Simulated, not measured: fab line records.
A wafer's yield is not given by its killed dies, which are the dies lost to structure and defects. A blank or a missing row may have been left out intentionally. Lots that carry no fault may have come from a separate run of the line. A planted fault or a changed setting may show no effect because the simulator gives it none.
Matching of chambers    flow nand_harc    4 sister chambers for NHARC_A_STAIRCASE_TRIM_12 on rie_diel-10
The step chemistry O2, time 211.2 s. 22 wafers are shown with their chamber, then 11 later ones without.

== WAFERS PAIRED WITH THEIR CHAMBERS ==
wafer   chamber  drypump_motor_current_A (A)  showerhead_plenum_p_Torr (Torr)  o2_flow_sccm (sccm)
L078.1  2        6.3                          3.61                             500.2
L078.4  0        5.5                          3.64                             500.5
L078.5  2        6.2                          3.61                             500.1
L074.1  1        6.7                          3.43                             501.0
L074.3  3        5.2                          3.40                             502.5
L074.4  2        6.3                          3.61                             501.2
L079.1  0        5.5                          3.64                             500.2
L079.3  3        5.2                          3.40                             501.4
L079.5  0        5.4                          3.64                             499.9
L080.4  2        6.2                          3.61                             500.8
L080.5  1        6.7                          3.43                             498.4
L080.6  2        6.3                          3.60                             500.8
L085.2  1        6.7                          3.42                             499.9
L085.3  2        6.3                          3.60                             500.6
L085.6  0        5.5                          3.63                             497.5
L083.1  2        6.3                          3.60                             499.9
L083.4  0        5.5                          3.63                             497.9
L083.5  1        6.7                          3.42                             500.1
L084.1  3        5.2                          3.39                             500.2
L084.3  1        6.7                          3.42                             498.0
L084.6  0        5.5                          3.63                             499.0
L086.2  0        5.5                          3.63                             498.7

SIGNATURES (averages over the wafers above)
reading                   chamber 0  chamber 1  chamber 2  chamber 3  scatter within a chamber
drypump_motor_current_A   5.486      6.700      6.271      5.200      0.0356
showerhead_plenum_p_Torr  3.6343     3.4240     3.6057     3.3967     0.00542
o2_flow_sccm              499.100    499.480    500.514    501.367    1
Rule: a wafer's distance from a chamber is the root of the sum, over the readings, of the square of ((its reading less the chamber's mean) divided by the reading's scatter). The wafer belongs to the nearest chamber; if the next one is less than 2 further off, it can't be placed. The scatter: the root of (the sum of the squares of (reading less its chamber's mean) over the shown wafers, divided by (wafers less chambers)).

== WAFERS WITH NO CHAMBER GIVEN ==
wafer   drypump_motor_current_A (A)  showerhead_plenum_p_Torr (Torr)  o2_flow_sccm (sccm)
L086.3  6.3                          3.60                             501.7
L086.4  5.2                          3.39                             500.9
L093.1  5.5                          3.62                             496.1
L093.3  6.3                          3.59                             500.7
L093.5  6.3                          3.59                             500.2
L092.2  6.7                          3.41                             498.5
L092.5  6.2                          3.59                             502.4
L092.6  5.2                          3.38                             500.2
L097.2  5.5                          3.61                             499.6
L097.5  5.4                          3.61                             498.0
L097.6  6.7                          3.41                             502.6

== EACH ONE'S CHAMBER ==
wafer   from the rows above  in truth
L086.3  2                    2
L086.4  3                    3
L093.1  0                    0
L093.3  2                    2
L093.5  2                    2
L092.2  1                    1
L092.5  2                    2
L092.6  3                    3
L097.2  0                    0
L097.5  0                    0
L097.6  1                    1
Correctly placed: 11 of 11. Not placeable from these rows: 0. Placed wrongly: 0.
